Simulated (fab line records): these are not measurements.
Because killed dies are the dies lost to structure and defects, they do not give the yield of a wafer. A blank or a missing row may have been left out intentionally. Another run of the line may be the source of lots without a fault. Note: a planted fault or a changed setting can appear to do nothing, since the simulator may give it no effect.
Split-lot study | flow n5Finfet | 7 lots, 21 wafers read, on a route of 1938 steps

== SPLIT DETAILS ==
At N5_MIM_TOP_LITHO_EXPOSE_05 (exposes mask MIM TOP, target cd 2000 nm), the setting doseMj was moved away from the recipe's 20.5 on 5 of the 21 wafers read, by -7.1% to +6.9%. This setting was run at the recipe's value on the other wafers.

== FROM THE SPLIT TO THE READING: what the file shows between them, 3 steps ==
- N5_MIM_TOP_LITHO_PEB_06
- N5_MIM_TOP_LITHO_DEVELOP_07: develop time 60 s
- N5_MIM_TOP_LITHO_HARDBAKE_09: time 120 s

== THE READING ==
Shown in nm: cdNm at N5_MIM_TOP_LITHO_CD_MEAS_08, with target cd 2000 nm. Fault-free wafers of this fab line usually give 1999.0 nm, standard deviation 1.8 nm.

wafer  | tool, chamber at the split | doseMj as run | against the recipe | cdNm, nm | against lot-mates on the recipe
L075.2 | krfScanner-01, 0           | 20.5          | recipe             | 1999.5   | -
L075.4 | krfScanner-01, 0           | 19.04         | -7.1%              | 2013.2   | +13.7
L075.6 | krfScanner-01, 0           | 19.04         | -7.1%              | 2013.3   | +13.8
L078.2 | krfScanner-01, 0           | 20.5          | recipe             | 1999.3   | -
L078.4 | krfScanner-01, 0           | 20.5          | recipe             | 2001.3   | -
L078.6 | krfScanner-01, 0           | 20.5          | recipe             | 2000.8   | -
L080.3 | krfScanner-02, 0           | 20.5          | recipe             | 1999.3   | -
L080.4 | krfScanner-02, 0           | 20.5          | recipe             | 1999.7   | -
L080.6 | krfScanner-02, 0           | 20.5          | recipe             | 1999.9   | -
L076.3 | krfScanner-01, 0           | 20.5          | recipe             | 1999.0   | -
L076.4 | krfScanner-01, 0           | 21.69         | +5.8%              | 1988.7   | -10.3
L076.6 | krfScanner-01, 0           | 21.69         | +5.8%              | 1988.9   | -10.1
L090.2 | krfScanner-01, 0           | 20.5          | recipe             | 1997.6   | -
L090.3 | krfScanner-01, 0           | 20.5          | recipe             | 1997.5   | -
L090.6 | krfScanner-01, 0           | 20.5          | recipe             | 1999.3   | -
L091.2 | krfScanner-02, 0           | 20.5          | recipe             | 2000.4   | -
L091.3 | krfScanner-02, 0           | 20.5          | recipe             | 2002.0   | -
L091.5 | krfScanner-02, 0           | 20.5          | recipe             | 2001.5   | -
L088.2 | krfScanner-01, 0           | 21.92         | +6.9%              | 1982.6   | -14.2
L088.5 | krfScanner-01, 0           | 20.5          | recipe             | 1997.6   | -
L088.6 | krfScanner-01, 0           | 20.5          | recipe             | 1996.0   | -

FIT RESULTS
A straight line over all 21 wafers: cdNm changes by -2.01 nm for each +1% of doseMj; r = -0.97; the points scatter about the line by 1.6 nm.
The same after taking each lot's own level away (the mean of its wafers on the recipe; 21 wafers): -1.9 nm for each +1%; r = -0.99; scatter 0.71 nm.
The reading moves by 14 nm for the largest change in doseMj, on that fit.
The lots' own levels span 1996.80 to 2001.30 nm, that is 2.5 times the standard deviation above.
Hence the lot-to-lot level has little effect on the slope; both slopes agree.
Check: with one of the wafers moved furthest among these (-7.1%) left out of the fit, the line predicts +13.6 nm for it against its lot-mates. It came out at +13.7 nm against them.

== THE WHOLE CHAIN: every reading that the file lists as answering this split, in the file's order ==
step                        | what it does             | reading                                                             | change (the file's fit)              | r (the file's)
N5_MIM_TOP_LITHO_CD_MEAS_08 | target cd 2000 nm        | cdNm                                                                | -1.93 nm for each +1% of the setting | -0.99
N5_MIM_TOP_LITHO_DESCUM_10  | chemistry O2, time 7.9 s | MIM_TOP_LITHO.cdNm (the simulator's own value, which no gauge read) | -1.91 nm for each +1% of the setting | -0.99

== THE FILE'S OWN FIT ==
cdNm changes by -1.93 nm for each +1% of doseMj, r = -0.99.
